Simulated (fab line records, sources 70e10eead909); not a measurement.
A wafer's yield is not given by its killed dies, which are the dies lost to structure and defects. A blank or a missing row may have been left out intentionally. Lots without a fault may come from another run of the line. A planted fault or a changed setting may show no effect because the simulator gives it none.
The tool behind it: which one? | flow nand harc | 72 wafers from 24 lots sampled at 4 of the route's 1302 steps

WHAT THE GAUGES READ, wafer by wafer
NHARC_P_M0_INSPECT_27. Usual: raw defect count 345, standard deviation 160.
lot  | measured     | on                | raw defect count | flag
L074 | day 6 02:23  | defect inspect-02 | 278 427 193      |
L075 | day 6 17:48  | defect inspect-02 | 231 213 276      |
L077 | day 7 09:23  | defect inspect-01 | 227 133 282      |
L076 | day 7 11:57  | defect inspect-01 | 593 679 588      |
L078 | day 7 21:19  | defect inspect-01 | 177 413 366      |
L079 | day 8 10:07  | defect inspect-02 | 178 256 255      |
L080 | day 8 15:32  | defect inspect-02 | 352 652 435      |
L081 | day 8 20:01  | defect inspect-01 | 390 388 296      |
L082 | day 9 16:27  | defect inspect-02 | 166 415 266      |
L083 | day 9 17:32  | defect inspect-02 | 335 202 200      |
L084 | day 10 10:05 | defect inspect-01 | 292 593 345      |
L085 | day 10 23:42 | defect inspect-01 | 170 445 222      |
L086 | day 11 07:43 | defect inspect-02 | 522 419 1265     |
L087 | day 12 07:34 | defect inspect-02 | 165 318 345      |
L089 | day 12 08:19 | defect inspect-02 | 446 617 297      |
L088 | day 12 08:49 | defect inspect-02 | 511 255 383      |
L090 | day 12 22:20 | defect inspect-02 | 511 351 359      |
L091 | day 13 07:40 | defect inspect-02 | 224 406 157      |
L092 | day 13 14:02 | defect inspect-02 | 230 147 244      |
L094 | day 14 05:29 | defect inspect-02 | 238 216 189      |
L093 | day 14 06:19 | defect inspect-02 | 232 243 302      |
L095 | day 14 17:49 | defect inspect-02 | 221 251 440      |
L096 | day 15 06:38 | defect inspect-02 | 208 585 463      |
L097 | day 15 20:17 | defect inspect-02 | 365 240 321      |

NHARC_P_BONDPAD_CD_MEAS_13. Usual: cd nm 499.1 nm, standard deviation 1.5.
lot  | measured     | on        | cd nm (nm)        | flag
L074 | day 6 12:56  | cd sem-03 | 500.8 500.5 501.0 |
L075 | day 7 04:57  | cd sem-03 | 498.7 497.8 495.9 |
L077 | day 7 20:39  | cd sem-02 | 495.5 499.0 497.7 |
L076 | day 7 22:50  | cd sem-02 | 499.8 498.2 499.0 |
L078 | day 8 08:00  | cd sem-02 | 498.1 500.0 499.6 |
L079 | day 8 20:40  | cd sem-01 | 501.0 501.4 500.6 |
L080 | day 9 02:01  | cd sem-02 | 497.6 497.6 497.0 |
L081 | day 9 06:41  | cd sem-01 | 500.3 499.4 500.6 |
L082 | day 10 03:14 | cd sem-03 | 499.8 499.3 499.9 |
L083 | day 10 04:20 | cd sem-03 | 499.3 498.3 498.3 |
L084 | day 10 20:57 | cd sem-01 | 499.2 496.9 499.9 |
L085 | day 11 10:20 | cd sem-03 | 498.7 498.9 498.3 |
L086 | day 11 18:34 | cd sem-03 | 497.3 498.5 500.5 |
L087 | day 12 17:59 | cd sem-01 | 502.2 502.1 501.3 |
L089 | day 12 18:51 | cd sem-01 | 497.1 497.5 497.4 |
L088 | day 12 19:49 | cd sem-02 | 502.1 500.3 499.9 |
L090 | day 13 08:56 | cd sem-01 | 497.6 498.4 498.6 |
L091 | day 13 18:17 | cd sem-03 | 495.9 496.9 497.7 |
L092 | day 14 00:40 | cd sem-02 | 498.1 497.9 497.9 |
L094 | day 14 16:08 | cd sem-01 | 499.3 497.7 499.3 |
L093 | day 14 17:01 | cd sem-02 | 498.1 498.4 497.3 |
L095 | day 15 04:40 | cd sem-01 | 500.1 500.4 502.5 |
L096 | day 15 17:43 | cd sem-01 | 500.3 501.5 500.7 |
L097 | day 16 07:09 | cd sem-03 | 499.9 499.6 499.1 |

WHAT TOOL EACH LOT RAN ON (gives the tool, then ch and the chambers of the sampled wafers, and finally the start)
lot  | NHARC_P_M1_ETCH_28                            | NHARC_P_M1_PVD_20
L074 | rie diel-06 ch 0,2,3, day 6 12:56 or earlier  | pvd sputter-01, day 6 12:56 or earlier
L075 | rie diel-11 ch 1,2,3, day 7 04:57 or earlier  | pvd sputter-01, day 7 04:57 or earlier
L077 | rie diel-06 ch 1,2, day 7 20:39 or earlier    | pvd sputter-03, day 7 20:39 or earlier
L076 | rie diel-09 ch 0,1, day 7 22:50 or earlier    | pvd sputter-02, day 7 22:50 or earlier
L078 | rie diel-09 ch 0,1,2, day 8 08:00 or earlier  | pvd sputter-03, day 8 08:00 or earlier
L079 | rie diel-11 ch 0,1, day 8 20:40 or earlier    | pvd sputter-02, day 8 20:40 or earlier
L080 | rie diel-06 ch 0,3, day 9 02:01 or earlier    | pvd sputter-01, day 9 02:01 or earlier
L081 | rie diel-09 ch 0,1,2, day 9 06:41 or earlier  | pvd sputter-03, day 9 06:41 or earlier
L082 | rie diel-11 ch 0,1,3, day 10 03:14 or earlier | pvd sputter-01, day 10 03:14 or earlier
L083 | rie diel-11 ch 1,3, day 10 04:20 or earlier   | pvd sputter-02, day 10 04:20 or earlier
L084 | rie diel-11 ch 1,2,3, day 10 20:57 or earlier | pvd sputter-03, day 10 20:57 or earlier
L085 | rie diel-06 ch 0,2,3, day 11 10:20 or earlier | pvd sputter-01, day 11 10:20 or earlier
L086 | rie diel-06 ch 0,1,2, day 11 18:34 or earlier | pvd sputter-01, day 11 18:34 or earlier
L087 | rie diel-06 ch 0,2,3, day 12 17:59 or earlier | pvd sputter-02, day 12 17:59 or earlier
L089 | rie diel-09 ch 2,3, day 12 18:51 or earlier   | pvd sputter-01, day 12 18:51 or earlier
L088 | rie diel-11 ch 1,2, day 12 19:49 or earlier   | pvd sputter-03, day 12 19:49 or earlier
L090 | rie diel-11 ch 0,2,3, day 13 08:56 or earlier | pvd sputter-03, day 13 08:56 or earlier
L091 | rie diel-11 ch 0,1,3, day 13 18:17 or earlier | pvd sputter-03, day 13 18:17 or earlier
L092 | rie diel-11 ch 1,2,3, day 14 00:40 or earlier | pvd sputter-02, day 14 00:40 or earlier
L094 | rie diel-06 ch 1,2,3, day 14 16:08 or earlier | pvd sputter-01, day 14 16:08 or earlier
L093 | rie diel-11 ch 0,3, day 14 17:01 or earlier   | pvd sputter-02, day 14 17:01 or earlier
L095 | rie diel-09 ch 1,2,3, day 15 04:40 or earlier | pvd sputter-01, day 15 04:40 or earlier
L096 | rie diel-11 ch 0,2, day 15 17:43 or earlier   | pvd sputter-01, day 15 17:43 or earlier
L097 | rie diel-11 ch 1,2, day 16 07:09 or earlier   | pvd sputter-01, day 16 07:09 or earlier
- NHARC_P_M1_ETCH_28: etches the open film in CF4/N2, target depth 30 nm, time 72.99 s.
- NHARC_P_M1_PVD_20: deposits TaN, target thk 5 nm, time 8.06 s.

AS READ BY THE TOOLS THEMSELVES (means over the sampled wafers that have a number; for cases with no such wafer, the mark the record gives instead)
NHARC_P_M1_ETCH_28. Usual: drypump motor current A 5.4 A, standard deviation 0.51; oes product au 1.002 a.u., standard deviation 0.0076; rf vpp V 314.0 V, standard deviation 1.8; showerhead plenum p Torr 2.61 Torr, standard deviation 0.098; throttle valve pct 19.794 %, standard deviation 0.0081.
lot  | tool        | drypump motor current A (A) | oes product au (a.u.) | rf vpp V (V) | showerhead plenum p Torr (Torr) | throttle valve pct (%) | flag
L074 | rie diel-06 | 5.3                         | 1.006                 | 312.2        | 2.56                            | 19.786                 |
L075 | rie diel-11 | 5.3                         | 1.010                 | 314.3        | 2.61                            | 19.792                 |
L077 | rie diel-06 | 5.8                         | 0.995                 | 311.1        | 2.47                            | 19.796                 |
L076 | rie diel-09 | 5.7                         | 0.996                 | 313.8        | 2.61                            | 19.797                 |
L078 | rie diel-09 | 5.4                         | 0.999                 | 313.9        | 2.65                            | 19.790                 |
L079 | rie diel-11 | 4.8                         | 1.001                 | 315.9        | 2.73                            | 19.790                 |
L080 | rie diel-06 | 5.4                         | 0.993                 | 313.6        | 2.59                            | 19.798                 |
L081 | rie diel-09 | 5.4                         | 0.995                 | 313.9        | 2.65                            | 19.795                 |
L082 | rie diel-11 | 5.0                         | 1.006                 | 315.6        | 2.68                            | 19.793                 |
L083 | rie diel-11 | 5.2                         | 1.010                 | 314.4        | 2.64                            | 19.788                 |
L084 | rie diel-11 | 5.3                         | 1.010                 | 313.3        | 2.61                            | 19.800                 |
L085 | rie diel-06 | 5.2                         | 0.990                 | 313.8        | 2.55                            | 19.800                 |
L086 | rie diel-06 | 5.6                         | 1.004                 | 311.6        | 2.52                            | 19.793                 |
L087 | rie diel-06 | 5.2                         | 1.000                 | 313.1        | 2.55                            | 19.798                 |
L089 | rie diel-09 | 5.4                         | 1.001                 | 315.0        | 2.71                            | 19.802                 |
L088 | rie diel-11 | 5.0                         | 1.004                 | 314.8        | 2.64                            | 19.791                 |
L090 | rie diel-11 | 5.4                         | 1.004                 | 314.4        | 2.60                            | 19.801                 |
L091 | rie diel-11 | 5.0                         | 0.998                 | 314.4        | 2.68                            | 19.799                 |
L092 | rie diel-11 | 5.3                         | 1.004                 | 313.6        | 2.60                            | 19.789                 |
L094 | rie diel-06 | 5.4                         | 0.999                 | 312.0        | 2.49                            | 19.797                 |
L093 | rie diel-11 | 5.1                         | 0.997                 | 315.5        | 2.68                            | 19.786                 |
L095 | rie diel-09 | 5.7                         | 0.994                 | 314.9        | 2.69                            | 19.789                 |
L096 | rie diel-11 | 5.2                         | 1.007                 | 315.1        | 2.64                            | 19.794                 |
L097 | rie diel-11 | 5.0                         | 0.998                 | 314.9        | 2.64                            | 19.777                 |

NHARC_P_M1_PVD_20. Usual: throttle valve pct 30.1 %, standard deviation 1.1.
lot  | tool           | throttle valve pct (%) | flag
L074 | pvd sputter-01 | 29.3                   |
L075 | pvd sputter-01 | 30.4                   |
L077 | pvd sputter-03 | 30.2                   |
L076 | pvd sputter-02 | 31.0                   |
L078 | pvd sputter-03 | 29.7                   |
L079 | pvd sputter-02 | 29.8                   |
L080 | pvd sputter-01 | 29.1                   |
L081 | pvd sputter-03 | 29.1                   |
L082 | pvd sputter-01 | 30.0                   |
L083 | pvd sputter-02 | 30.7                   |
L084 | pvd sputter-03 | 29.1                   |
L085 | pvd sputter-01 | 30.9                   |
L086 | pvd sputter-01 | 30.3                   |
L087 | pvd sputter-02 | 29.9                   |
L089 | pvd sputter-01 | 30.9                   |
L088 | pvd sputter-03 | 29.8                   |
L090 | pvd sputter-03 | 29.6                   |
L091 | pvd sputter-03 | 29.5                   |
L092 | pvd sputter-02 | 30.5                   |
L094 | pvd sputter-01 | 30.4                   |
L093 | pvd sputter-02 | 31.2                   |
L095 | pvd sputter-01 | 30.5                   |
L096 | pvd sputter-01 | 30.9                   |
L097 | pvd sputter-01 | 30.4                   |

THE ANSWER, worked out from the rows above alone
Rule: lot off if the mean of its wafers having a number is beyond 3 standard deviations from the usual mean. A lot without any number at a reading at which 4 lots or more have one is off too. All remaining lots with rows at the step are treated as sound. The gauges are gone through in route order, then the tools' own readings, and for those a lot's mean is taken as printed above. At the first step where some lot is off, the reading lying furthest off is the one used; lots without a number count as furthest.
Across all readings shown, no lot is off: no conclusion can be drawn from this.

WHAT THE SIMULATOR HAD PUT IN
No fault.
